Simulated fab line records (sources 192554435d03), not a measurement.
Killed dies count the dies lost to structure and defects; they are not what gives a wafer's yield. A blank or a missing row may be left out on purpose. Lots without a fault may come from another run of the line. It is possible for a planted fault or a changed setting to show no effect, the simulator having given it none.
Split-lot trial    flow n5 finfet    21 wafers read across 7 lots, on a route 1938 steps long

== SPLIT DETAILS ==
At N5_SDB_EXPOSE_08 (exposes mask SDB), the setting dose mj was moved away from the recipe's 49.6 on 5 of the 21 wafers read, by -4.4% to +5.5%. For the rest of the wafers, this setting stayed at what the recipe calls for.

== FROM THE SPLIT TO THE READING: what the file shows between them, 2 steps ==
- N5_SDB_PEB_09: peb time 60 s
- N5_SDB_DEVELOP_10: develop time 30 s

== THE READING ==
Shown in nm: cd nm at N5_SDB_CD_MEAS_11, with target cd 50 nm. Typical for fault-free wafers on this fab line: 50.2 nm, with standard deviation 0.9 nm.

wafer   tool, chamber at the split  dose mj as run  against the recipe  cd nm, nm  against lot-mates on the recipe
L074.2  arfi scanner-01, 0          52.34           +5.5%               55.9       +6.8
L074.3  arfi scanner-01, 0          49.6            recipe              49.1       -
L074.5  arfi scanner-01, 0          52.34           +5.5%               56.1       +7.0
L076.1  arfi scanner-01, 0          49.6            recipe              49.8       -
L076.4  arfi scanner-01, 0          49.6            recipe              50.3       -
L076.6  arfi scanner-01, 0          49.6            recipe              49.2       -
L077.1  arfi scanner-01, 0          49.6            recipe              50.7       -
L077.4  arfi scanner-01, 0          49.6            recipe              50.4       -
L077.6  arfi scanner-01, 0          49.6            recipe              50.7       -
L081.3  arfi scanner-03, 0          49.6            recipe              50.0       -
L081.4  arfi scanner-03, 0          51.06           +2.9%               53.9       +3.4
L081.5  arfi scanner-03, 0          49.6            recipe              51.0       -
L092.1  arfi scanner-01, 0          49.6            recipe              49.5       -
L092.4  arfi scanner-01, 0          47.42           -4.4%               45.0       -4.5
L092.6  arfi scanner-01, 0          47.42           -4.4%               45.4       -4.1
L094.2  arfi scanner-03, 0          49.6            recipe              49.9       -
L094.5  arfi scanner-03, 0          49.6            recipe              50.1       -
L094.6  arfi scanner-03, 0          49.6            recipe              49.1       -
L097.1  arfi scanner-01, 0          49.6            recipe              51.7       -
L097.3  arfi scanner-01, 0          49.6            recipe              51.2       -
L097.5  arfi scanner-01, 0          49.6            recipe              52.1       -

FIT RESULTS
A straight line over all 21 wafers: cd nm changes by +1.1 nm for each +1% of dose mj; r = +0.95; the points scatter about the line by 0.82 nm.
The same after taking each lot's own level away (the mean of its wafers on the recipe; 21 wafers): +1.14 nm for each +1%; r = +0.99; scatter 0.44 nm.
According to that fit, moving dose mj by its largest amount changes the reading by 6.3 nm.
Across the lots, their own levels run from 49.10 to 51.67 nm, a range of 2.9 times the standard deviation given above.
Consequently the slope shifts little with the lot-to-lot level, the two slopes agreeing.
Check: with one of the wafers moved furthest among these (+5.5%) left out of the fit, the line predicts +6.25 nm for it against its lot-mates. Against them it came out at +6.8 nm.

== THE OTHER SPLITS THESE WAFERS WENT THROUGH ==
Note: prior to the reading, these wafers also went through further splits. Each is held against what the fit with the lots' levels taken away leaves over:
other split on the same wafers  wafers away from the commonest value  r with cd nm (lot level and that fit taken away)
N5_SD_EPI_P_EXPOSE_06 dose mj   2                                     +0.28

== THE FILE'S OWN FIT ==
cd nm changes by +1.15 nm for each +1% of dose mj, r = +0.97.
